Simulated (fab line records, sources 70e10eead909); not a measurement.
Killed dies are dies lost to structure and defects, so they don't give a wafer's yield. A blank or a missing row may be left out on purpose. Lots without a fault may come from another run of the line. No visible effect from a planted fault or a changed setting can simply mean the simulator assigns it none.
Problem report, 8D (eight disciplines) form, completed by code | flow nand-harc | the parts of the form that need people (team, actions taken, sign-off) are left out

== 1. THE ISSUE ==
A mean of 1187 is read at NHARC_A_M1_INSPECT_11 for raw-defect-count, taken on 1 wafer of 1 lot, against 84 (standard deviation 37) on wafers free of any fault. Measured from the usual mean, that is +30 standard deviations.
First observed at day 31 08:34: wafer L144.4, on defect-inspect-01. Wafers with a number at this step in the record: 36, from 12 lots. The rule behind "out" and "out of limits": a value lying over 4 standard deviations away from the usual mean. All remaining wafers that have a number are taken as sound.

== 2. WHAT IT IS AND WHAT IT IS NOT ==
question                    | is                | is not
which readings at this step | raw-defect-count  | -
which lots                  | L144              | L125, L127, L128, L129, L133, L134, L135, L136, L137, L139, L142
which wafers of those lots  | L144.4            | L144.5, L144.6
read on which gauges        | defect-inspect-01 | defect-inspect-02
when                        | from day 31 08:34 | up to then (35 sound wafers)

== 3. THE SUSPECTS, EACH WITH WHAT RULES IT OUT ==
Counting: any tool at a process step up to the reading remains a suspect provided it ran every lot that is out. Sound lots after the first of them don't rule it out here, since some wafers of a struck lot are sound.
- the gauge at NHARC_A_M1_INSPECT_11: kept. All the wafers that are out were read on defect-inspect-01, and no step on other tools shows them out.
- pecvd-02 at NHARC_A_M0_DEP_32 (deposits SiCN, target thk 30 nm): kept. The lot that is out, L144, ran on it at day 31 07:17; the last sound lot it ran before that was L142, at day 30 22:08.
- Within pecvd-02 at NHARC_A_M0_DEP_32: the wafers that are out ran in chamber 2; their sound lot-mates ran in chambers 0, 1.
Left after counting: pecvd-02 at NHARC_A_M0_DEP_32, defect-inspect-01 at NHARC_A_M1_INSPECT_11.

== 4. THE CAUSE (what the simulator had put in) ==
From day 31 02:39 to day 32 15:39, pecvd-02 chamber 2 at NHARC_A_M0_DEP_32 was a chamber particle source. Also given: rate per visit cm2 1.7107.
After counting, 2 suspects remain, this tool included.

== 5. THE EFFECT CHAIN, in route order ==
One row per reading whose mean, taken over the struck wafers that have a number, lies over 3 standard deviations from the usual. Only readings whose record carries a usual standard deviation are examined. hours: median over the lots of the time between each lot's start at the first step of this table that gives one and its start at this step. sigmas: the change, counted in usual standard deviations.
hours | step                  | reading          | usual | on struck wafers | change | sigmas
0     | NHARC_A_M1_INSPECT_11 | raw-defect-count | 84    | 1187             | +1103  | +30
At these later measuring or inspecting steps, every struck wafer for which the step has a row has a number for every such reading, and none has moved that far: NHARC_END_SORT_01.

== 6. HOW IT WOULD HAVE BEEN CAUGHT EARLIER ==
6 hours passed between the start of the fault at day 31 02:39 and the first reading out of limits at a measuring or inspecting step in this record, taken at day 31 08:34.
Tool readings at NHARC_A_M0_DEP_32 with a usual standard deviation given in the record: none out on any struck wafer, hence no alarm at a limit of 4 standard deviations on them.
By day 31 08:34 the whole set of lots that are out, 1 in number, had already begun NHARC_A_M0_DEP_32 on pecvd-02. None of them would have been spared by holding the tool at that moment.
